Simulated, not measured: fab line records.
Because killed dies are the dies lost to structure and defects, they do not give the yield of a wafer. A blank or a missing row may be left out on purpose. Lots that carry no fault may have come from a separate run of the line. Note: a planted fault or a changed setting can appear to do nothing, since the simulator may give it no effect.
Which tool is to blame? + flow n5_finfet + 30 wafers from 10 lots sampled at 5 of the route's 1938 steps

WHAT THE GAUGES READ, wafer by wafer
N5_BEOL_M4_RC_MEAS_101. Usual: DIBL_N 36.3 mV/V, standard deviation 1.6; DIBL_P 36.4 mV/V, standard deviation 2.1; IOFF_N 0.16 nA/um, standard deviation 0.032; IOFF_P 0.22 nA/um, standard deviation 0.044; ION_N 675 uA/um, standard deviation 12; ION_P 463 uA/um, standard deviation 8.3; SS_N 71.6 mV/dec, standard deviation 0.64; SS_P 73.3 mV/dec, standard deviation 0.67; VT_N 250 mV, standard deviation 3.3; VT_P -250 mV, standard deviation 3.7.
| lot  | measured     | on        | DIBL_N (mV/V)  | DIBL_P (mV/V)  | IOFF_N (nA/um) | IOFF_P (nA/um) | ION_N (uA/um) | ION_P (uA/um) | SS_N (mV/dec)  | SS_P (mV/dec)  | VT_N (mV)   | VT_P (mV)      | flag |
|------|--------------|-----------|----------------|----------------|----------------|----------------|---------------|---------------|----------------|----------------|-------------|----------------|------|
| L414 | day 10 15:55 | prober-01 | 35.5 35.7 34.7 | 36.4 36.0 34.5 | 0.16 0.15 0.13 | 0.22 0.21 0.18 | 679 668 663   | 465 457 451   | 71.4 71.8 71.7 | 73.5 72.9 73.5 | 248 251 253 | -251 -248 -250 |      |
| L413 | day 10 16:30 | prober-02 | 36.3 35.1 37.4 | 35.5 33.6 36.4 | 0.15 0.13 0.18 | 0.19 0.17 0.21 | 674 667 694   | 463 462 471   | 70.6 70.5 71.2 | 73.7 73.0 72.5 | 251 250 246 | -251 -252 -254 |      |
| L425 | day 13 20:44 | prober-01 | 38.0 33.7 34.7 | 37.5 32.2 33.5 | 0.20 0.12 0.13 | 0.26 0.17 0.18 | 699 654 674   | 471 452 461   | 72.3 70.6 71.4 | 74.3 72.7 74.0 | 246 253 251 | -244 -250 -251 |      |
| L427 | day 14 05:22 | prober-02 | 34.3 34.8 33.7 | 32.5 33.8 31.3 | 0.10 0.12 0.09 | 0.13 0.14 0.12 | 642 676 651   | 435 460 442   | 70.7 71.0 70.2 | 72.8 73.8 71.9 | 257 253 258 | -258 -256 -259 |      |
| L428 | day 14 09:46 | prober-01 | 34.4 35.5 38.4 | 34.3 36.6 40.4 | 0.15 0.17 0.24 | 0.21 0.25 0.32 | 678 699 690   | 465 479 468   | 71.0 72.3 72.9 | 72.0 73.0 74.0 | 246 247 243 | -247 -246 -243 |      |
| L429 | day 15 14:51 | prober-02 | 35.6 34.9 36.8 | 35.1 34.2 35.7 | 0.12 0.12 0.14 | 0.18 0.17 0.19 | 648 672 667   | 450 464 461   | 71.4 70.7 70.9 | 73.4 73.2 72.4 | 255 254 252 | -253 -251 -253 |      |
| L430 | day 15 18:29 | prober-02 | 35.4 34.7 40.7 | 36.1 35.6 41.8 | 0.13 0.13 0.24 | 0.16 0.16 0.26 | 665 662 697   | 456 456 463   | 71.8 71.1 73.0 | 72.6 73.2 74.2 | 254 252 245 | -253 -256 -247 |      |

EACH LOT AND THE TOOL THAT RAN IT (in order: tool; ch and the chambers of the sampled wafers; start)
| lot  | N5_BEOL_M3_SPUTTER_90        | N5_BEOL_M3_SPUTTER_92        | N5_BEOL_M3_CO_CAP_55             | N5_BEOL_M3_DEP_57               |
|------|------------------------------|------------------------------|----------------------------------|---------------------------------|
| L414 | pvd_sputter-01, day 9 15:59  | pvd_sputter-01, day 9 16:12  | cvd_co-02 ch 0,2, day 9 17:31    | pecvd-04 ch 1,2, day 9 17:38    |
| L413 | pvd_sputter-01, day 9 18:24  | pvd_sputter-01, day 9 18:37  | cvd_co-01 ch 0,1,2, day 9 19:55  | pecvd-01 ch 0,1, day 9 20:04    |
| L418 | pvd_sputter-02, day 12 05:05 | pvd_sputter-02, day 12 05:19 | cvd_co-01 ch 0, day 12 07:06     | pecvd-01 ch 1,2, day 12 07:15   |
| L419 | pvd_sputter-02, day 12 08:17 | pvd_sputter-02, day 12 08:30 | cvd_co-01 ch 1,2, day 12 09:53   | pecvd-04 ch 0,1,2, day 12 10:01 |
| L421 | pvd_sputter-02, day 12 12:07 | pvd_sputter-02, day 12 12:20 | cvd_co-01 ch 0,1, day 12 13:46   | pecvd-01 ch 0,2, day 12 13:53   |
| L425 | pvd_sputter-01, day 12 18:16 | pvd_sputter-01, day 12 18:29 | cvd_co-01 ch 0,1,2, day 12 19:47 | pecvd-01 ch 0,1,2, day 12 19:55 |
| L427 | pvd_sputter-03, day 13 02:13 | pvd_sputter-03, day 13 02:26 | cvd_co-02 ch 0,1, day 13 03:44   | pecvd-03 ch 0,1, day 13 03:51   |
| L428 | pvd_sputter-02, day 13 06:22 | pvd_sputter-02, day 13 06:35 | cvd_co-01 ch 1,2, day 13 07:53   | pecvd-04 ch 0,2, day 13 08:00   |
| L429 | pvd_sputter-02, day 13 18:28 | pvd_sputter-02, day 13 18:41 | cvd_co-02 ch 0,1,2, day 13 19:59 | pecvd-04 ch 0,1,2, day 13 20:07 |
| L430 | pvd_sputter-02, day 13 23:51 | pvd_sputter-02, day 14 00:04 | cvd_co-02 ch 1,2, day 14 01:22   | pecvd-04 ch 0,2, day 14 01:29   |
- N5_BEOL_M3_SPUTTER_90: material Cu, target thk 4.5 nm, time 8.29 s.
- N5_BEOL_M3_SPUTTER_92: material Cu, target thk 4.5 nm, time 8.29 s.
- N5_BEOL_M3_CO_CAP_55: material Co, precursor CCTBA/H2, target thk 2 nm, time 102.1 s.
- N5_BEOL_M3_DEP_57: deposits SiCN from 3MS/NH3, target thk 8 nm, time 14 s.

WHAT THE TOOLS THEMSELVES READ (means of the sampled wafers that have a number; where no wafer has one, the mark that the record gives instead)
N5_BEOL_M3_SPUTTER_90. Usual: susceptor_temp_C -19.99 C, standard deviation 0.11; throttle_valve_pct 29.6 %, standard deviation 0.9.
| lot  | tool           | susceptor_temp_C (C) | throttle_valve_pct (%) | flag |
|------|----------------|----------------------|------------------------|------|
| L414 | pvd_sputter-01 | -19.95               | 30.0                   |      |
| L413 | pvd_sputter-01 | -19.99               | 29.5                   |      |
| L418 | pvd_sputter-02 | -19.96               | 28.8                   |      |
| L419 | pvd_sputter-02 | -19.92               | 29.4                   |      |
| L421 | pvd_sputter-02 | -20.17               | 29.1                   |      |
| L425 | pvd_sputter-01 | -20.01               | 28.8                   |      |
| L427 | pvd_sputter-03 | -19.95               | 29.7                   |      |
| L428 | pvd_sputter-02 | -20.09               | 29.3                   |      |
| L429 | pvd_sputter-02 | -20.03               | 29.2                   |      |
| L430 | pvd_sputter-02 | -19.86               | 29.2                   |      |

N5_BEOL_M3_SPUTTER_92. Usual: susceptor_temp_C -20.02 C, standard deviation 0.098; throttle_valve_pct 29.6 %, standard deviation 0.88.
| lot  | tool           | susceptor_temp_C (C) | throttle_valve_pct (%) | flag |
|------|----------------|----------------------|------------------------|------|
| L414 | pvd_sputter-01 | -19.92               | 29.8                   |      |
| L413 | pvd_sputter-01 | -19.90               | 29.6                   |      |
| L418 | pvd_sputter-02 | -19.97               | 29.1                   |      |
| L419 | pvd_sputter-02 | -20.04               | 29.4                   |      |
| L421 | pvd_sputter-02 | -19.97               | 29.2                   |      |
| L425 | pvd_sputter-01 | -20.06               | 29.1                   |      |
| L427 | pvd_sputter-03 | -19.98               | 29.6                   |      |
| L428 | pvd_sputter-02 | -20.02               | 29.2                   |      |
| L429 | pvd_sputter-02 | -20.02               | 29.3                   |      |
| L430 | pvd_sputter-02 | -20.10               | 29.3                   |      |

N5_BEOL_M3_CO_CAP_55. Usual: heater_power_w 260 W, standard deviation 14; susceptor_temp_C 199.98 C, standard deviation 0.16.
| lot  | tool      | heater_power_w (W) | susceptor_temp_C (C) | flag |
|------|-----------|--------------------|----------------------|------|
| L414 | cvd_co-02 | 253                | 200.02               |      |
| L413 | cvd_co-01 | 257                | 199.90               |      |
| L418 | cvd_co-01 | 252                | 199.87               |      |
| L419 | cvd_co-01 | 260                | 199.99               |      |
| L421 | cvd_co-01 | 263                | 199.81               |      |
| L425 | cvd_co-01 | 259                | 199.94               |      |
| L427 | cvd_co-02 | 271                | 199.95               |      |
| L428 | cvd_co-01 | 263                | 199.95               |      |
| L429 | cvd_co-02 | 259                | 200.00               |      |
| L430 | cvd_co-02 | 252                | 199.89               |      |

N5_BEOL_M3_DEP_57. Usual: chamber_pressure_Torr 2.999 Torr, standard deviation 0.0062; rf_fwd_power_W 199.5 W, standard deviation 1; showerhead_plenum_p_Torr 3.658 Torr, standard deviation 0.013; throttle_valve_pct 8.9 %, standard deviation 0.48.
| lot  | tool     | chamber_pressure_Torr (Torr) | rf_fwd_power_W (W) | showerhead_plenum_p_Torr (Torr) | throttle_valve_pct (%) | flag |
|------|----------|------------------------------|--------------------|---------------------------------|------------------------|------|
| L414 | pecvd-04 | 3.002                        | 199.7              | 3.669                           | 8.6                    |      |
| L413 | pecvd-01 | 2.992                        | 199.7              | 3.651                           | 9.2                    |      |
| L418 | pecvd-01 | -                            | -                  | -                               | -                      | OFF  |
| L419 | pecvd-04 | -                            | -                  | -                               | -                      | OFF  |
| L421 | pecvd-01 | -                            | -                  | -                               | -                      | OFF  |
| L425 | pecvd-01 | 2.996                        | 199.3              | 3.654                           | 8.9                    |      |
| L427 | pecvd-03 | 2.998                        | 200.0              | 3.662                           | 9.2                    |      |
| L428 | pecvd-04 | 2.999                        | 199.7              | 3.661                           | 9.2                    |      |
| L429 | pecvd-04 | 2.995                        | 199.2              | 3.665                           | 8.8                    |      |
| L430 | pecvd-04 | 3.000                        | 199.4              | 3.659                           | 9.4                    |      |

THE ANSWER, worked out from the rows above alone
Rule: lot off if the mean of its wafers having a number is beyond 3 standard deviations from the usual mean. A lot without any number at a reading at which 4 lots or more have one is off too. Where the step has rows for the other lots, those lots are counted as sound. Order of review: gauges by route order, followed by the tools' own readings, for which a lot's mean as printed above is used. The first step at which some lot is off is used, and at that step the reading that is off furthest; a lot without a number counts as furthest.
Off: L418, L419, L421, at N5_BEOL_M3_DEP_57 (chamber_pressure_Torr). Without a number there: L418, L419, L421.
If a tool, at that step or one of the process steps before it, ran each lot that is off and ran no sound lot following the first of them, it fits. No candidate that was tried fits.

WHAT HAD BEEN PUT IN BY THE SIMULATOR
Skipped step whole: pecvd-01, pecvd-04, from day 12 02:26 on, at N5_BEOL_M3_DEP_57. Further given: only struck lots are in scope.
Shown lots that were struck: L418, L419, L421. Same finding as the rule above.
